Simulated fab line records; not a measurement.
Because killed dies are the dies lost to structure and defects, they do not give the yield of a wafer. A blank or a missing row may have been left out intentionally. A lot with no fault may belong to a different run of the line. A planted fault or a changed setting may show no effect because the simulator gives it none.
Chamber matching ; flow nand harc ; 4 sister chambers for NHARC_A_STAIRCASE_CMP_152 on cmp-03
The step polishes. 8 wafers are shown with their chamber, then 9 later ones without.

## WAFERS WITH THEIR CHAMBER
wafer;chamber;motor current A (A);edge zone pressure frac
L076.3;2;13.2;1.004
L084.6;2;12.6;0.993
L086.1;1;12.8;1.004
L086.2;0;12.2;1.004
L086.3;3;13.8;0.999
L090.3;3;13.3;0.999
L090.5;1;13.9;1.005
L090.6;0;12.5;0.995

## WAFERS WITH NO CHAMBER GIVEN
wafer;motor current A (A);edge zone pressure frac
L089.1;13.0;1.007
L089.2;13.4;1.004
L089.5;13.2;0.997
L091.1;13.7;0.995
L091.4;13.6;1.009
L091.6;13.1;1.002
L096.1;13.8;1.008
L096.2;13.0;1.003
L096.5;12.5;1.007

## CHAMBER TAKEN BY EACH
wafer;from the rows above;in truth
L089.1;can't be placed: 1 or 2 or 3 or 0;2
L089.2;can't be placed: 1 or 3 or 2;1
L089.5;can't be placed: 2 or 3 or 1 or 0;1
L091.1;can't be placed: 3 or 2 or 1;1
L091.4;can't be placed: 1 or 3 or 2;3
L091.6;can't be placed: 1 or 2 or 3 or 0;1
L096.1;can't be placed: 1 or 3 or 2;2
L096.2;can't be placed: 1 or 2 or 3 or 0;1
L096.5;can't be placed: 0 or 1 or 2 or 3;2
Placed correctly: 0 of 9. Unplaceable from these rows: 9, with the true chamber sitting among the candidates in 9. Wrongly placed: 0.
How it was worked out, from the rows above alone: a wafer's distance from a chamber is the root of the sum, over the readings, of the square of ((its reading less the chamber's mean) divided by the reading's scatter). The wafer belongs to the nearest chamber; if the next one is less than 2 further off, it can't be placed. The mean given for a chamber averages the wafers shown for that chamber. The scatter is the square root of a quotient: the sum, over the shown wafers, of each reading's squared deviation from its chamber's mean, divided by wafers minus chambers.
